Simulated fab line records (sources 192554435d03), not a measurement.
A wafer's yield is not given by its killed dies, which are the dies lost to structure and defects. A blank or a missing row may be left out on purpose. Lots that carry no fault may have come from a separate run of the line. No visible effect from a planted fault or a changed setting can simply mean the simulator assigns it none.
Problem report in the 8D (eight disciplines) form, filled by code | flow n5-finfet | the parts of the form that need people (team, actions taken, sign-off) are left out

== 1. WHAT IS WRONG ==
Mean of cd-nm at N5_BEOL_M0_SAQP_CD_MEAS_25: 15.56 nm across 3 wafers in 2 lots; on wafers with no fault it is 12.85 nm (standard deviation 0.22). That is +12 standard deviations from the usual mean.
The step: target cd 13.1 nm.
First observed at day 7 22:49: wafer L360.3, on cd-sem-02. The record holds 26 wafers of 11 lots with a number at this step. By rule, "out" or "out of limits" means more than 4 standard deviations away from the usual mean. The rest of the wafers with a number are treated as sound.

== 2. WHAT THIS IS AND IS NOT ==
question                    | is                     | is not
which readings at this step | cd-nm                  | -
which lots                  | L360, L361             | L352, L353, L355, L356, L357, L368, L370, L371, L373
which wafers of those lots  | L360.3, L360.5, L361.5 | L360.6
read on which gauges        | cd-sem-02              | cd-sem-01, cd-sem-03
when                        | from day 7 22:49       | up to then (14 sound wafers); but 9 sound wafers of L368, L370, L371, L373 came after

== 3. WHAT RULES OUT EACH SUSPECT ==
Counting: a tool at a process step up to the reading stays a suspect if it ran every lot that is out. Sound lots after the first of them don't rule it out here, since some wafers of a struck lot are sound.
- ruled out: the gauge at N5_BEOL_M0_SAQP_CD_MEAS_25. All the wafers that are out were read on cd-sem-02, but those of them that N5_PASSIVATION_PROBE_49 has rows for are out there too, on other tools.
- ald-sin-01 at N5_BEOL_M0_SAQP_SPACER1_ALD_98 (deposits SiO2, target thk 12.8 nm, pulse time 1 s, purge time 2 s): kept. It ran every lot that is out, first L360 (day 7 22:08); its last sound lot up to then is L356 (day 7 04:14).
- rie-diel-05 at N5_BEOL_M0_SAQP_SPACER1_ETCHBACK_99 (etches SiO2 in CHF3/O2, target depth 15.4 nm, time 7.7 s): kept. It ran every lot that is out, first L360 (day 7 22:37); its last sound lot up to then is L356 (day 7 04:57).
- At N5_BEOL_M0_SAQP_SPACER1_ALD_98 on ald-sin-01, chamber 0 took the sound wafers of the same lots and chamber 3 took the wafers that are out.
- At N5_BEOL_M0_SAQP_SPACER1_ETCHBACK_99 on rie-diel-05, chamber 2 took the sound wafers of the same lots and chamber 1 took the wafers that are out.
What counting leaves: ald-sin-01 at N5_BEOL_M0_SAQP_SPACER1_ALD_98 and rie-diel-05 at N5_BEOL_M0_SAQP_SPACER1_ETCHBACK_99.

== 4. THE CAUSE (what the simulator had put in) ==
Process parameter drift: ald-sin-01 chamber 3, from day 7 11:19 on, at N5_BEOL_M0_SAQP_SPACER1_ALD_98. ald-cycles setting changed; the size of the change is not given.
2 suspects survive the count, and this tool is in that group.

== 5. THE CHAIN OF EFFECTS, in route order ==
Rows list readings where the struck wafers' mean (over those with a number) sits beyond 3 standard deviations from the usual. Scope: only readings with a usual standard deviation given in the record; hours: median across lots of the time from each lot's start at the first step in this table that gives one to its start at this step; sigmas: change in usual standard deviations.
hours | step                       | reading              | usual    | on struck wafers | change | sigmas
0     | N5_BEOL_M0_SAQP_CD_MEAS_25 | cd-nm                | 12.85 nm | 15.56            | +2.71  | +12
191   | N5_PASSIVATION_PROBE_49    | defect-limited-yield | 91.2 %   | 0.0              | -91.2  | -57
191   | N5_PASSIVATION_PROBE_49    | killed_at_M0_to_M3   | 35       | 1121             | +1086  | +99
191   | N5_PASSIVATION_PROBE_49    | killed-dies          | 104      | 1180             | +1076  | +57
191   | N5_PASSIVATION_PROBE_49    | killed-on-rim        | 13       | 152              | +139   | +36
191   | N5_PASSIVATION_PROBE_49    | sort_bin_5_function  | 5.1 %    | 96.7             | +91.6  | +92
191   | N5_PASSIVATION_PROBE_49    | sort-n-pass          | 1075     | 0                | -1075  | -49
191   | N5_PASSIVATION_PROBE_49    | sort-yield-pct       | 91.1 %   | 0.0              | -91.1  | -48
Its process steps:
- N5_PASSIVATION_PROBE_49

== 6. HOW IT WOULD HAVE BEEN CAUGHT EARLIER ==
The first out-of-limits reading at a measuring or inspecting step in this record came at day 7 22:49, 12 hours after the fault's start at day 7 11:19.
No tool reading at N5_BEOL_M0_SAQP_SPACER1_ALD_98 that has a usual standard deviation in the record was out on any struck wafer, so an alarm limit of 4 standard deviations on those readings would not have fired.
Of the lots that are out (2), L361 began N5_BEOL_M0_SAQP_SPACER1_ALD_98 on ald-sin-01 after day 7 22:49. A hold on the tool at that time would have spared it.
